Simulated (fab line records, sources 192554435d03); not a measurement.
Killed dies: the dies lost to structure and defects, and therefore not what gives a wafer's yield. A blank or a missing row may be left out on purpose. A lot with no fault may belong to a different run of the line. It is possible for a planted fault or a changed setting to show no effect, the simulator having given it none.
Comparing a struck lot with a sound one ; flow n5-finfet ; 38 steps out of a route of 1938
Sound: wafers L971.1, L971.4, L971.5. Struck: wafer L988.6; the same lot's L988.5 was not struck, so it is left out; see the end for the cause.
At each step with rows: each side's tool, then ch and its chambers, then its first start. Under that, the readings that differ: sound wafers ; struck wafers ; difference of the means ; sigmas: that difference in standard deviations of wafers without a fault.
alike: readings whose means differ by less than 2 such deviations, and words and numbers that are the same on both sides. not compared: withheld readings, readings that some wafer has no value for, bounds like >300 that may hide the same value, and numbers for which the record gives no deviation and whose values overlap.
A row with sigmas, a row that says differs or no value, or rows on one side alone: a step with any of these is where the two part. When numbers do not overlap yet have no deviation, they are printed without sigmas and do not part them. Lack of a reading on every wafer of one side parts them only where that side has two or more wafers.

first, 9 steps without rows for these wafers: N5_BEOL_M4_ANNEAL_95 (time 240 s); N5_BEOL_M4_SPUTTER_96 (material Cu, target thk 4.5 nm, time 8.29 s); N5_BEOL_M4_ECD_50 (material Cu, target thk 300 nm); N5_BEOL_M4_ANNEAL_51 (time 90 s); N5_BEOL_M4_CMP_52 (polishes, stops on SiOC, t overpolish 6.8 s, target thk 40 nm); N5_BEOL_M4_PRE_CLEAN_60 (time 15 s); N5_BEOL_M4_CO_CAP_55 (material Co, precursor CCTBA/H2, target thk 2 nm, time 102.1 s); N5_BEOL_M4_PRE_CLEAN_56 (time 15 s); N5_BEOL_M4_DEP_57 (deposits SiCN from 3MS/NH3, target thk 8 nm, time 14 s).
N5_BEOL_M4_RC_MEAS_101:
  sound on prober-01 ch 0, day 8 10:49; struck on prober-01 ch 0, day 13 12:53
reading;sound;struck;difference;sigmas
DIBL_N (mV/V);35.2 35.6 38.7;40.9;+4.4;+2
DIBL_P (mV/V);34.3 35.1 38.7;42.1;+6.1;+3
IOFF_N (nA/um);0.14 0.13 0.20;0.27;+0.11;+3
IOFF_P (nA/um);0.16 0.17 0.22;0.35;+0.17;+4
ION_N (uA/um);659 679 675;697;+26;+2
ION_P (uA/um);446 459 453;471;+18;+3
SS_P (mV/dec);72.6 72.1 73.4;75.2;+2.5;+4
VT_N (mV);253 254 249;243;-9;-3
VT_P (mV);-256 -254 -250;-241;+12;+4
  alike: SS_N
then, 24 steps without rows for these wafers: N5_BEOL_M5_ILD_DEP_00 (deposits SiCOH lowk from DEMS/porogen, target thk 140.64 nm, time 25.9 s); N5_BEOL_M5_CURE_79 (cures SiCOH lowk, time 240 s); N5_BEOL_M5_PECVD_70 (deposits SiO2 from TEOS/O2, target thk 16 nm, time 18 s); N5_BEOL_M5_HM_DEP_02 (deposits TiN, target thk 20 nm); N5_BEOL_M5_COAT_59 (time 60 s, resist thk 60 nm); N5_BEOL_M5_COAT_60 (time 60 s, resist thk 12 nm); N5_BEOL_M5_COAT_71 (time 60 s, resist thk 5 nm); N5_BEOL_M5_COAT_05 (resist thk 30 nm); N5_BEOL_M5_EBR_07; N5_BEOL_M5_SOFTBAKE_06 (time 60 s); N5_BEOL_M5_EXPOSE_08 (exposes mask M5, target cd 28 nm); N5_BEOL_M5_PEB_09 (peb time 60 s); N5_BEOL_M5_DEVELOP_10 (develop time 30 s); N5_BEOL_M5_DESCUM_16 (chemistry O2, time 7 s); N5_BEOL_M5_ETCH_72 (etches underlayer in N2/H2, target depth 6.5 nm, time 5.2 s); N5_BEOL_M5_ETCH_61 (etches SiARC in CF4, target depth 15.6 nm, time 26 s); N5_BEOL_M5_ETCH_62 (etches SOC in N2/H2, target depth 75 nm, overetch 15 nm, time 112.5 s); N5_BEOL_M5_STRIP_63 (strips in N2/H2); N5_BEOL_M5_STRIP_73 (strips in N2/H2); N5_BEOL_M5_STRIP_64 (strips in CF4); N5_BEOL_M5_HM_OPEN_17 (chemistry Cl2/BCl3, target TiN, target depth 20 nm, overetch 6 nm); N5_BEOL_M5_STRIP_19 (strips in O2); N5_BEOL_M5_COAT_65 (time 60 s, resist thk 60 nm); N5_BEOL_M5_COAT_66 (time 60 s, resist thk 12 nm).
-- here the record skips 2 days between the struck wafers' starts before and after, leaving off in module BEOL_M5 and picking up in module BEOL_M11 (first step shown: number 1536 of the route) --
N5_BEOL_M11_ILD_DEP_00: deposits SiCOH lowk from DEMS/porogen, target thk 308.51 nm, time 58 s.
  sound on pecvd-01 ch 0,2, day 10 13:43; struck on pecvd-01 ch 1, day 15 16:48
reading;sound;struck;difference;sigmas
run-length-s (s);101.5 101.7 100.6;140.8;+39.5;+75
model.SiCOH_lowk_of_BEOL_M11_ILD_DEP_00.thk-nm (nm);306.4 311.4 306.6;524;+216;
  alike: heater-power-w, showerhead-plenum-p-Torr, throttle-valve-pct
N5_BEOL_M11_THK_MEAS_01:
  struck on film-metro-01, day 15 17:22; sound on film-metro-01, day 10 14:20
reading;sound;struck;difference;sigmas
M11_ILD_THK (nm);266 271 266;461;+193;+59
N5_BEOL_M11_CMP_52: polishes, stops on SiCOH lowk, t overpolish 7 s, target thk 140 nm.
  sound on cmp-04 ch 0,1,2, day 10 22:14; struck on cmp-01 ch 0, day 16 00:58
reading;sound;struck;difference;sigmas
model.SiCOH_lowk_of_BEOL_M11_ILD_DEP_00.thk-nm (nm);263 267.6 263.2;457.6;+193.0;
  alike: motor-current-A
-- the record jumps here: 2 days lie between the struck wafers' starts before and after (it left off in module BEOL_M11 and takes up again in module PASSIVATION, whose first step shown is number 1936 of the route) --
N5_PASSIVATION_PROBE_49:
  struck on prober-01, day 18 01:38; sound on prober-01, day 12 14:16
reading;sound;struck;difference;sigmas
defect-limited-yield (%);90.2 92.0 90.0;0;-91;-57
killed_at_M4_up;12 14 12;1096;+1083;+99 or more
killed-dies;116 94 118;1180;+1071;+59
killed-on-rim;15 19 22;152;+133;+29
sort_bin_5_function (%);5.4 5.1 5.6;96.5;+91.1;+83
sort-n-pass;1064 1086 1062;0;-1071;-59
sort-yield-pct (%);90.2 92.0 90.0;0;-91;-57
  alike: killed_at_M0_to_M3, killed-at-contacts, killed-at-front-end, killed-at-other, killed-open, killed-short, sort_bin_6_memory

== WHERE THEY PART ==
First at N5_BEOL_M4_RC_MEAS_101; last, within this record, at N5_PASSIVATION_PROBE_49.

WHY: what the simulator had put in
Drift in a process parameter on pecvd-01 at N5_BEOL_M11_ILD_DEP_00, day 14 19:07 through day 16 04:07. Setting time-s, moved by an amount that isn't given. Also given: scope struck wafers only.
